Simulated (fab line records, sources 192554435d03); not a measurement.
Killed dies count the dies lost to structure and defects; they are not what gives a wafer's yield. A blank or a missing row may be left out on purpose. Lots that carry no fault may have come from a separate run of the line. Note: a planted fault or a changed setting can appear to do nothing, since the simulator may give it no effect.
Which tool is to blame? + flow n5 finfet + 72 wafers from 24 lots sampled at 2 of the route's 1938 steps

WHAT THE GAUGES READ, wafer by wafer
N5_BEOL_M5_CD_MEAS_18: pitch 56 nm, target cd 28 nm. Usual: cd nm reads 27.96 nm (standard deviation 0.27).
| lot  | measured     | on        | cd nm (nm)        | flag |
|------|--------------|-----------|-------------------|------|
| L074 | day 7 15:39  | cd sem-01 | 27.98 27.44 27.77 |      |
| L075 | day 8 07:55  | cd sem-01 | 28.08 27.72 27.95 |      |
| L077 | day 8 15:07  | cd sem-01 | 27.97 27.99 27.95 |      |
| L076 | day 8 16:40  | cd sem-01 | 27.96 28.09 27.58 |      |
| L078 | day 9 08:47  | cd sem-03 | 27.90 27.76 28.09 |      |
| L080 | day 9 11:41  | cd sem-03 | 28.13 28.07 28.32 |      |
| L079 | day 9 11:59  | cd sem-03 | 27.62 27.97 27.59 |      |
| L081 | day 9 16:54  | cd sem-03 | 28.04 27.94 28.58 |      |
| L082 | day 10 10:59 | cd sem-03 | 28.47 28.33 28.19 |      |
| L083 | day 10 14:10 | cd sem-02 | 28.32 27.74 27.58 |      |
| L084 | day 10 16:31 | cd sem-03 | 27.85 28.05 27.91 |      |
| L085 | day 10 16:59 | cd sem-01 | 27.94 27.79 27.94 |      |
| L086 | day 10 20:42 | cd sem-01 | 27.68 27.72 27.65 |      |
| L087 | day 11 00:27 | cd sem-03 | 27.94 27.23 27.90 |      |
| L088 | day 11 18:50 | cd sem-03 | 28.12 27.76 28.19 |      |
| L089 | day 11 21:40 | cd sem-03 | 27.65 27.50 27.52 |      |
| L090 | day 12 02:19 | cd sem-03 | 28.23 27.75 28.26 |      |
| L091 | day 12 13:28 | cd sem-01 | 28.42 28.23 28.46 |      |
| L092 | day 12 23:31 | cd sem-03 | 28.21 28.02 27.97 |      |
| L095 | day 13 08:16 | cd sem-01 | 28.30 27.54 27.77 |      |
| L093 | day 13 11:20 | cd sem-03 | 27.99 27.98 27.87 |      |
| L097 | day 13 14:56 | cd sem-03 | 27.90 28.06 27.36 |      |
| L094 | day 13 18:08 | cd sem-02 | 28.05 28.05 27.71 |      |
| L096 | day 14 04:44 | cd sem-03 | 28.02 27.98 28.29 |      |

TOOL THAT RAN EACH LOT (tool first, then ch and the chambers of the sampled wafers, then the start)
| lot  | N5_BEOL_M5_DESCUM_16               |
|------|------------------------------------|
| L074 | rie diel-02 ch 0,2,3, day 7 15:09  |
| L075 | rie diel-02 ch 1,2,3, day 8 07:25  |
| L077 | rie diel-01 ch 2,3, day 8 14:38    |
| L076 | rie diel-06 ch 0,1,2, day 8 16:08  |
| L078 | rie diel-06 ch 0,3, day 9 08:19    |
| L080 | rie diel-06 ch 1,3, day 9 11:14    |
| L079 | rie diel-06 ch 2,3, day 9 11:28    |
| L081 | rie diel-06 ch 0,1,3, day 9 16:26  |
| L082 | rie diel-06 ch 2,3, day 10 10:29   |
| L083 | rie diel-01 ch 0,3, day 10 13:38   |
| L084 | rie diel-06 ch 0,3, day 10 15:41   |
| L085 | rie diel-02 ch 1,2, day 10 16:28   |
| L086 | rie diel-06 ch 2,3, day 10 20:16   |
| L087 | rie diel-06 ch 1,2,3, day 11 00:01 |
| L088 | rie diel-01 ch 0,1,2, day 11 18:25 |
| L089 | rie diel-01 ch 0,3, day 11 21:14   |
| L090 | rie diel-02 ch 0,1, day 12 01:53   |
| L091 | rie diel-02 ch 0,2, day 12 12:52   |
| L092 | rie diel-02 ch 1,2,3, day 12 22:57 |
| L095 | rie diel-01 ch 0,1, day 13 07:50   |
| L093 | rie diel-01 ch 0,1, day 13 10:46   |
| L097 | rie diel-02 ch 2,3, day 13 14:23   |
| L094 | rie diel-02 ch 1,3, day 13 17:37   |
| L096 | rie diel-01 ch 1,3, day 14 04:19   |
- N5_BEOL_M5_DESCUM_16: chemistry O2, time 7 s.

WHAT THE TOOLS THEMSELVES READ (means of the sampled wafers that have a number; where no wafer has one, the mark that the record gives instead)
N5_BEOL_M5_DESCUM_16. Usual: drypump motor current A 5.8 A, standard deviation 0.47; oes product au 0.80 a.u., standard deviation 0.092; rf vpp V 243.0 V, standard deviation 1.4; showerhead plenum p Torr 2.08 Torr, standard deviation 0.065; throttle valve pct 20.35 %, standard deviation 0.14.
| lot  | tool        | drypump motor current A (A) | oes product au (a.u.) | rf vpp V (V) | showerhead plenum p Torr (Torr) | throttle valve pct (%) | flag |
|------|-------------|-----------------------------|-----------------------|--------------|---------------------------------|------------------------|------|
| L074 | rie diel-02 | 5.8                         | 0.80                  | 243.3        | 2.10                            | 20.44                  |      |
| L075 | rie diel-02 | 5.9                         | 0.89                  | 243.2        | 2.09                            | 20.36                  |      |
| L077 | rie diel-01 | 4.8                         | 0.82                  | 242.2        | 2.03                            | 20.25                  |      |
| L076 | rie diel-06 | 6.0                         | 0.84                  | 243.9        | 2.11                            | 20.26                  |      |
| L078 | rie diel-06 | 5.9                         | 0.87                  | 242.7        | 2.05                            | 20.20                  |      |
| L080 | rie diel-06 | 6.4                         | 0.86                  | 244.5        | 2.15                            | 20.33                  |      |
| L079 | rie diel-06 | 5.8                         | 0.73                  | 242.5        | 2.06                            | 20.21                  |      |
| L081 | rie diel-06 | 6.1                         | 0.88                  | 243.2        | 2.10                            | 20.28                  |      |
| L082 | rie diel-06 | 5.7                         | 0.73                  | 242.9        | 2.05                            | 20.24                  |      |
| L083 | rie diel-01 | 5.4                         | 0.76                  | 244.9        | 2.13                            | 20.48                  |      |
| L084 | rie diel-06 | 5.8                         | 0.89                  | 241.3        | 2.05                            | 20.21                  |      |
| L085 | rie diel-02 | 6.0                         | 0.94                  | 242.6        | 2.05                            | 20.32                  |      |
| L086 | rie diel-06 | 5.7                         | 0.73                  | 242.3        | 2.05                            | 20.24                  |      |
| L087 | rie diel-06 | 6.1                         | 0.79                  | 244.1        | 2.10                            | 20.29                  |      |
| L088 | rie diel-01 | 5.5                         | 0.75                  | 242.4        | 2.07                            | 20.34                  |      |
| L089 | rie diel-01 | 5.4                         | 0.75                  | 243.1        | 2.12                            | 20.50                  |      |
| L090 | rie diel-02 | 5.9                         | 0.77                  | 242.1        | 2.05                            | 20.43                  |      |
| L091 | rie diel-02 | 5.9                         | 0.77                  | 242.5        | 2.06                            | 20.51                  |      |
| L092 | rie diel-02 | 5.8                         | 0.82                  | 242.7        | 2.08                            | 20.42                  |      |
| L095 | rie diel-01 | 5.7                         | 0.72                  | 244.5        | 2.11                            | 20.48                  |      |
| L093 | rie diel-01 | 5.7                         | 0.72                  | 243.6        | 2.11                            | 20.47                  |      |
| L097 | rie diel-02 | 5.9                         | 0.81                  | 242.6        | 2.08                            | 20.48                  |      |
| L094 | rie diel-02 | 5.9                         | 0.81                  | 243.6        | 2.08                            | 20.38                  |      |
| L096 | rie diel-01 | 5.1                         | 0.76                  | 241.7        | 2.01                            | 20.29                  |      |

THE ANSWER, worked out from the rows above alone
Rule: take the mean of a lot's wafers that have a number; if it is more than 3 standard deviations from the usual mean, the lot is off. Also off: a lot with no number at a reading for which 4 or more lots have one. Where the step has rows for the other lots, those lots are counted as sound. Order of review: gauges by route order, followed by the tools' own readings, for which a lot's mean as printed above is used. The first step at which some lot is off is used, and at that step the reading that is off furthest; a lot without a number counts as furthest.
Across all readings shown, no lot is off: no conclusion can be drawn from this.

WHAT THE SIMULATOR HAD PUT IN
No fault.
